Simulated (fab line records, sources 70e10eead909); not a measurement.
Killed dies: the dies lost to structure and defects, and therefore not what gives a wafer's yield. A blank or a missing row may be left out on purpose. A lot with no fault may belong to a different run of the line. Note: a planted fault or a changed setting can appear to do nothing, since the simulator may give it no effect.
The tool behind it: which one? ; flow nandHarc ; 39 wafers from 13 lots sampled at 4 of the route's 1302 steps

WHAT EACH GAUGE READ, for each wafer
NHARC_A_CONTACT_INSPECT_44.
lot;measured;on;rawDefectCount
L106;day 21 13:08;defectInspect-01;150 143 115
L107;day 22 05:55;defectInspect-01;104 125 130
L109;day 22 10:29;defectInspect-02;100 110 104
L110;day 22 20:38;defectInspect-02;55 63 81
L111;day 23 15:11;defectInspect-01;86 84 71
L117;day 26 01:27;defectInspect-02;124 124 114
L118;day 26 04:31;defectInspect-02;24 42 33
L123;day 28 03:32;defectInspect-01;62 67 50
L125;day 29 11:59;defectInspect-01;85 74 84
L126;day 29 16:26;defectInspect-02;87 77 79
L127;day 30 12:44;defectInspect-02;62 61 58
L128;day 30 12:59;defectInspect-01;98 94 99
L129;day 31 01:23;defectInspect-01;18 34 23

WHAT TOOL EACH LOT RAN ON (gives the tool, then ch and the chambers of the sampled wafers, and finally the start)
lot;NHARC_A_WL_FILL_STRIP_29;NHARC_A_CONTACT_DEP_28;NHARC_A_CONTACT_SOFTBAKE_37
L106;rieDiel-11 ch 1,2, day 20 22:12;aclDep-02 ch 0, day 21 08:01;lithoTrack-01 ch 0, day 21 12:00
L107;rieDiel-11 ch 1,2,3, day 21 12:56;aclDep-01 ch 0, day 22 00:46;lithoTrack-04 ch 0, day 22 05:00
L109;rieDiel-01 ch 0,1,2, day 21 18:56;aclDep-03 ch 0, day 22 05:25;lithoTrack-04 ch 0, day 22 09:00
L110;rieDiel-11 ch 0,1,2, day 22 08:02;aclDep-02 ch 0, day 22 15:34;lithoTrack-06 ch 0, day 22 20:00
L111;rieDiel-11 ch 1,3, day 23 02:17;aclDep-02 ch 0, day 23 10:09;lithoTrack-04 ch 0, day 23 14:00
L117;rieDiel-06 ch 0,1, day 25 12:47;aclDep-01 ch 0, day 25 20:24;lithoTrack-04 ch 0, day 26 00:00
L118;rieDiel-01 ch 0,1,2, day 25 15:54;aclDep-03 ch 0, day 25 23:37;lithoTrack-04 ch 0, day 26 04:00
L123;rieDiel-01 ch 1,2,3, day 27 12:35;aclDep-03 ch 0, day 27 22:19;lithoTrack-01 ch 0, day 28 02:00
L125;rieDiel-01 ch 0,1,3, day 28 21:21;aclDep-02 ch 0, day 29 06:55;lithoTrack-06 ch 0, day 29 11:00
L126;rieDiel-06 ch 1,3, day 29 02:44;aclDep-03 ch 0, day 29 12:02;lithoTrack-06 ch 0, day 29 15:00
L127;rieDiel-01 ch 0,2, day 29 23:44;aclDep-01 ch 0, day 30 09:01;lithoTrack-04 ch 0, day 30 12:00
L128;rieDiel-11 ch 0,1,3, day 29 23:47;aclDep-03 ch 0, day 30 07:47;lithoTrack-04 ch 0, day 30 12:00
L129;rieDiel-11 ch 1,2, day 30 13:17;aclDep-03 ch 0, day 30 20:25;lithoTrack-06 ch 0, day 31 00:00
- NHARC_A_WL_FILL_STRIP_29: strips in O2, time 20 s.
- NHARC_A_CONTACT_DEP_28: deposits aC, target thk 7000 nm.
- NHARC_A_CONTACT_SOFTBAKE_37: time 55 s.

AS READ BY THE TOOLS THEMSELVES (means over the sampled wafers that have a number; for cases with no such wafer, the mark the record gives instead)
NHARC_A_WL_FILL_STRIP_29.
lot;tool;drypumpMotorCurrentA (A);oesProductAu (a.u.);rfVppV (V);showerheadPlenumPTorr (Torr);throttleValvePct (%)
L106;rieDiel-11;6.5;1.016;57.7;3.57;17.038
L107;rieDiel-11;6.0;1.010;58.2;3.46;17.037
L109;rieDiel-01;5.5;1.004;57.4;3.49;17.041
L110;rieDiel-11;6.4;1.006;57.5;3.47;17.029
L111;rieDiel-11;5.5;1.014;57.8;3.45;17.040
L117;rieDiel-06;6.1;1.006;57.7;3.59;17.029
L118;rieDiel-01;5.5;1.001;57.2;3.49;17.036
L123;rieDiel-01;5.8;1.006;58.3;3.43;17.036
L125;rieDiel-01;5.7;1.004;56.9;3.50;17.042
L126;rieDiel-06;6.3;0.993;57.6;3.45;17.039
L127;rieDiel-01;5.1;0.997;58.5;3.60;17.036
L128;rieDiel-11;6.0;1.001;57.3;3.45;17.031
L129;rieDiel-11;6.6;0.994;57.9;3.56;17.038

NHARC_A_CONTACT_DEP_28.
lot;tool;throttleValvePct (%)
L106;aclDep-02;35.005
L107;aclDep-01;34.999
L109;aclDep-03;34.997
L110;aclDep-02;35.005
L111;aclDep-02;35.000
L117;aclDep-01;35.006
L118;aclDep-03;35.001
L123;aclDep-03;35.006
L125;aclDep-02;34.998
L126;aclDep-03;35.000
L127;aclDep-01;34.997
L128;aclDep-03;35.009
L129;aclDep-03;34.993

NHARC_A_CONTACT_SOFTBAKE_37.
lot;tool;heaterPowerTotalW (W);plateTempC (C)
L106;lithoTrack-01;188.44;105.20
L107;lithoTrack-04;188.47;104.91
L109;lithoTrack-04;188.37;105.07
L110;lithoTrack-06;188.45;104.92
L111;lithoTrack-04;188.53;105.07
L117;lithoTrack-04;174.63;99.35
L118;lithoTrack-04;174.76;99.30
L123;lithoTrack-01;188.34;104.96
L125;lithoTrack-06;188.47;105.01
L126;lithoTrack-06;188.35;105.01
L127;lithoTrack-04;188.42;104.75
L128;lithoTrack-04;188.52;105.14
L129;lithoTrack-06;188.43;105.17

THE ANSWER, worked out from the rows above alone
Rule: the usual values come from the lots themselves. Put in order of their means at a reading, lots are off if they are a third of the lots or fewer, leave a main group of 4 or more, and stand apart from it by a gap of 3 or more times the standard deviation of the main group's means; of several such gaps the widest counts. A main group whose means are all the same, to the digits that the tables above print for the reading, isn't used. A lot without any number at a reading at which 4 lots or more have one is off too. Any other lot the step has rows for is counted as sound. First the gauges in route order, then the tools' own readings, where a lot's mean is used as printed above. At the first step where some lot is off, the reading lying furthest off is the one used; lots without a number count as furthest.
Off at NHARC_A_CONTACT_SOFTBAKE_37 (heaterPowerTotalW): L117, L118. The main group: mean 188.44 W, standard deviation 0.06.
A tool fits if, at that step or a process step before it, it ran every lot that is off, and no sound lot after the first of them. No candidate that was tried fits.

WHAT HAD BEEN PUT IN BY THE SIMULATOR
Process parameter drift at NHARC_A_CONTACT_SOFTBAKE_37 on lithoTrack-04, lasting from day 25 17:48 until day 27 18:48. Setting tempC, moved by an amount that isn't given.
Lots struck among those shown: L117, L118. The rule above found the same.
